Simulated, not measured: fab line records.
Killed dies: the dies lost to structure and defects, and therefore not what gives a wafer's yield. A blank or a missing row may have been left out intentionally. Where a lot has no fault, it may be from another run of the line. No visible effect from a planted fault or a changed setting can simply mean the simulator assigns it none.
Which of the tools did it? | flow n5-finfet | 33 wafers from 11 lots sampled at 5 of the route's 1938 steps

## WHAT THE GAUGES SHOWED, per wafer
The record lacks any reading of a measuring or inspecting step that a usual standard deviation could be used to judge.

## TOOL THAT RAN EACH LOT (tool first, then ch and the chambers of the sampled wafers, then the start)
lot  | N5_BEOL_M14_SPUTTER_45       | N5_PASSIVATION_PECVD_01         | N5_PASSIVATION_PRE_CLEAN_19  | N5_PASSIVATION_AL_ETCH_33         | N5_PASSIVATION_PROBE_49
L502 | pvd-sputter-01, day 11 18:53 | pecvd-04 ch 0,2, day 12 07:20   | pvd-sputter-02, day 12 10:41 | rie-metal-03 ch 0,1, day 12 11:36 | -
L504 | pvd-sputter-01, day 12 04:18 | pecvd-04 ch 0,1,2, day 12 17:04 | pvd-sputter-01, day 12 19:43 | rie-metal-02 ch 0,1, day 12 20:38 | -
L503 | pvd-sputter-03, day 12 06:17 | pecvd-03 ch 0,1,2, day 12 17:11 | pvd-sputter-03, day 12 20:11 | rie-metal-03 ch 0,1, day 12 21:23 | -
L507 | pvd-sputter-01, day 13 18:41 | pecvd-04 ch 0,1,2, day 14 09:38 | pvd-sputter-03, day 14 11:48 | rie-metal-01 ch 0,1, day 14 12:35 | prober-02, day 14 17:22
L510 | pvd-sputter-01, day 14 13:10 | pecvd-01 ch 1,2, day 15 05:26   | pvd-sputter-03, day 15 09:19 | rie-metal-02 ch 0,1, day 15 10:12 | prober-01, day 15 14:53
L515 | pvd-sputter-02, day 14 23:59 | pecvd-04 ch 0,1, day 15 17:25   | pvd-sputter-01, day 15 19:13 | rie-metal-02 ch 0,1, day 15 20:03 | -
L517 | pvd-sputter-02, day 16 00:23 | pecvd-01 ch 0,2, day 16 13:46   | pvd-sputter-03, day 16 15:41 | rie-metal-03 ch 0,1, day 16 16:43 | -
L518 | pvd-sputter-03, day 16 05:16 | pecvd-03 ch 0,1,2, day 16 19:59 | pvd-sputter-01, day 16 22:36 | rie-metal-03 ch 0,1, day 16 23:31 | -
L520 | pvd-sputter-02, day 16 18:52 | pecvd-01 ch 0,2, day 17 08:59   | pvd-sputter-03, day 17 10:39 | rie-metal-02 ch 0,1, day 17 11:35 | -
L521 | pvd-sputter-02, day 16 23:51 | pecvd-01 ch 0,2, day 17 12:49   | pvd-sputter-03, day 17 14:43 | rie-metal-03 ch 0,1, day 17 15:30 | -
L524 | pvd-sputter-03, day 17 10:27 | pecvd-03 ch 0,2, day 17 23:49   | pvd-sputter-02, day 18 02:13 | rie-metal-02 ch 0,1, day 18 02:59 | -
- N5_BEOL_M14_SPUTTER_45: material Cu, target thk 100 nm, time 16.67 s.
- N5_PASSIVATION_PECVD_01: deposits SiNx from SiH4/NH3/N2, target thk 200 nm, time 43.2 s.
- N5_PASSIVATION_PRE_CLEAN_19
- N5_PASSIVATION_AL_ETCH_33: etches Al in Cl2/BCl3, stops on TaN, target depth 2800 nm, time 466.7 s.
- N5_PASSIVATION_PROBE_49

## AS READ BY THE TOOLS THEMSELVES (means over the sampled wafers that have a number; for cases with no such wafer, the mark the record gives instead)
N5_BEOL_M14_SPUTTER_45. Usual: susceptor-temp-C -20.02 C, standard deviation 0.11; throttle-valve-pct 29.7 %, standard deviation 1.3.
lot  | tool           | susceptor-temp-C (C) | throttle-valve-pct (%) | flag
L502 | pvd-sputter-01 | -19.97               | 30.5                   |
L504 | pvd-sputter-01 | -19.94               | 28.2                   |
L503 | pvd-sputter-03 | -19.99               | 29.8                   |
L507 | pvd-sputter-01 | -19.95               | 29.7                   |
L510 | pvd-sputter-01 | -20.06               | 28.6                   |
L515 | pvd-sputter-02 | -20.03               | 29.3                   |
L517 | pvd-sputter-02 | -20.04               | 28.3                   |
L518 | pvd-sputter-03 | -20.03               | 29.7                   |
L520 | pvd-sputter-02 | -19.96               | 29.3                   |
L521 | pvd-sputter-02 | -20.03               | 29.1                   |
L524 | pvd-sputter-03 | -20.00               | 28.7                   |

N5_PASSIVATION_PECVD_01. Usual: heater-power-w 405 W, standard deviation 130; showerhead-plenum-p-Torr 8.70 Torr, standard deviation 0.084; susceptor-temp-C 399.98 C, standard deviation 0.2; throttle-valve-pct 28.4 %, standard deviation 1.2.
lot  | tool     | heater-power-w (W) | showerhead-plenum-p-Torr (Torr) | susceptor-temp-C (C) | throttle-valve-pct (%) | flag
L502 | pecvd-04 | 275                | 8.62                            | 399.84               | 28.9                   |
L504 | pecvd-04 | 309                | 8.66                            | 400.16               | 29.1                   |
L503 | pecvd-03 | 382                | 8.73                            | 400.11               | 28.2                   |
L507 | pecvd-04 | 300                | 8.66                            | 400.03               | 29.0                   |
L510 | pecvd-01 | 540                | 8.59                            | 399.93               | 27.8                   |
L515 | pecvd-04 | 322                | 8.65                            | 400.05               | 29.5                   |
L517 | pecvd-01 | 520                | 8.70                            | 399.87               | 27.4                   |
L518 | pecvd-03 | 385                | 8.75                            | 399.87               | 28.1                   |
L520 | pecvd-01 | 506                | 8.63                            | 400.01               | 27.1                   |
L521 | pecvd-01 | 452                | 8.71                            | 400.13               | 27.4                   |
L524 | pecvd-03 | 343                | 8.75                            | 400.04               | 27.3                   |

N5_PASSIVATION_PRE_CLEAN_19. Usual: heater-power-w at 474 W, with a standard deviation of 54.
lot  | tool           | heater-power-w (W) | flag
L502 | pvd-sputter-02 | 438                |
L504 | pvd-sputter-01 | 471                |
L503 | pvd-sputter-03 | 470                |
L507 | pvd-sputter-03 | 472                |
L510 | pvd-sputter-03 | 463                |
L515 | pvd-sputter-01 | 492                |
L517 | pvd-sputter-03 | 473                |
L518 | pvd-sputter-01 | 472                |
L520 | pvd-sputter-03 | 447                |
L521 | pvd-sputter-03 | 486                |
L524 | pvd-sputter-02 | 517                |

N5_PASSIVATION_AL_ETCH_33. Usual: chamber-pressure-mTorr 10.000 mTorr, standard deviation 0.01; drypump-motor-current-A 5.7 A, standard deviation 0.54; oes-product-au 0.71 a.u., standard deviation 0.086; throttle-valve-pct 34.24 %, standard deviation 0.26.
lot  | tool         | chamber-pressure-mTorr (mTorr) | drypump-motor-current-A (A) | oes-product-au (a.u.) | throttle-valve-pct (%) | flag
L502 | rie-metal-03 | 9.995                          | 5.5                         | 0.64                  | 34.01                  |
L504 | rie-metal-02 | 10.000                         | 5.9                         | 0.68                  | 34.45                  |
L503 | rie-metal-03 | 10.005                         | 5.5                         | 0.63                  | 34.01                  |
L507 | rie-metal-01 | 9.990                          | 5.9                         | 0.86                  | 34.09                  |
L510 | rie-metal-02 | 10.005                         | 5.9                         | 0.67                  | 34.42                  |
L515 | rie-metal-02 | 10.000                         | 5.9                         | 0.67                  | 34.45                  |
L517 | rie-metal-03 | 9.999                          | 5.5                         | 0.62                  | 34.00                  |
L518 | rie-metal-03 | 10.001                         | 5.0                         | 0.64                  | 34.24                  |
L520 | rie-metal-02 | 9.999                          | 5.8                         | 0.70                  | 34.39                  |
L521 | rie-metal-03 | 9.999                          | 5.1                         | 0.64                  | 34.26                  |
L524 | rie-metal-02 | 10.006                         | 5.9                         | 0.66                  | 34.43                  |

N5_PASSIVATION_PROBE_49. Usual: defect-limited-yield 91.0 %, standard deviation 1.5; killed_at_M0_to_M3 33, standard deviation 9.4; killed_at_M4_up 14, standard deviation 4.8; killed-at-contacts 13, standard deviation 7.3; killed-at-front-end 43, standard deviation 13; killed-at-other 3.6, standard deviation 2.9; killed-dies 106, standard deviation 18; killed-open 69, standard deviation 13; killed-short 35, standard deviation 8.2; sort_bin_5_function 5.3 %, standard deviation 1; sort_bin_6_memory 3.3 %, standard deviation 0.68; sort_bin_8_speed 0.01 %, standard deviation 0.027; sort-n-pass 1074, standard deviation 18; sort-yield-pct 91.0 %, standard deviation 1.5.
lot  | tool      | defect-limited-yield (%) | killed_at_M0_to_M3 | killed_at_M4_up | killed-at-contacts | killed-at-front-end | killed-at-other | killed-dies | killed-open | killed-short | sort_bin_5_function (%) | sort_bin_6_memory (%) | sort_bin_8_speed (%) | sort-n-pass | sort-yield-pct (%) | flag
L507 | prober-02 | 80.8                     | 20                 | 152             | 10                 | 39                  | 5.3             | 226         | 61          | 27           | 11.3                    | 4.4                   | 0.00                 | 954         | 80.8               | OFF
L510 | prober-01 | 79.6                     | 33                 | 148             | 9                  | 49                  | 1.7             | 241         | 67          | 33           | 12.4                    | 3.9                   | 0.00                 | 939         | 79.6               | OFF

## THE ANSWER, worked out from the rows above alone
Rule: lot off if the mean of its wafers having a number is beyond 3 standard deviations from the usual mean. Also off: a lot with no number at a reading for which 4 or more lots have one. Any other lot the step has rows for is counted as sound. After the gauges, taken in route order, come the tools' own readings; for these a lot's mean is taken, as printed above. The first step at which some lot is off is used, and at that step the reading that is off furthest; a lot without a number counts as furthest.
Off: L507, L510 (N5_PASSIVATION_PROBE_49, killed_at_M4_up). Neither off nor sound, because the step has no rows for them: L502, L504, L503, L515, L517, L518, L520, L521, L524.
If a tool, at that step or one of the process steps before it, ran each lot that is off and ran no sound lot following the first of them, it fits. 2 tools fit, pvd-sputter-01 at N5_BEOL_M14_SPUTTER_45 and pvd-sputter-03 at N5_PASSIVATION_PRE_CLEAN_19, so this cannot tell which one it is.

## WHAT THE SIMULATOR PUT IN
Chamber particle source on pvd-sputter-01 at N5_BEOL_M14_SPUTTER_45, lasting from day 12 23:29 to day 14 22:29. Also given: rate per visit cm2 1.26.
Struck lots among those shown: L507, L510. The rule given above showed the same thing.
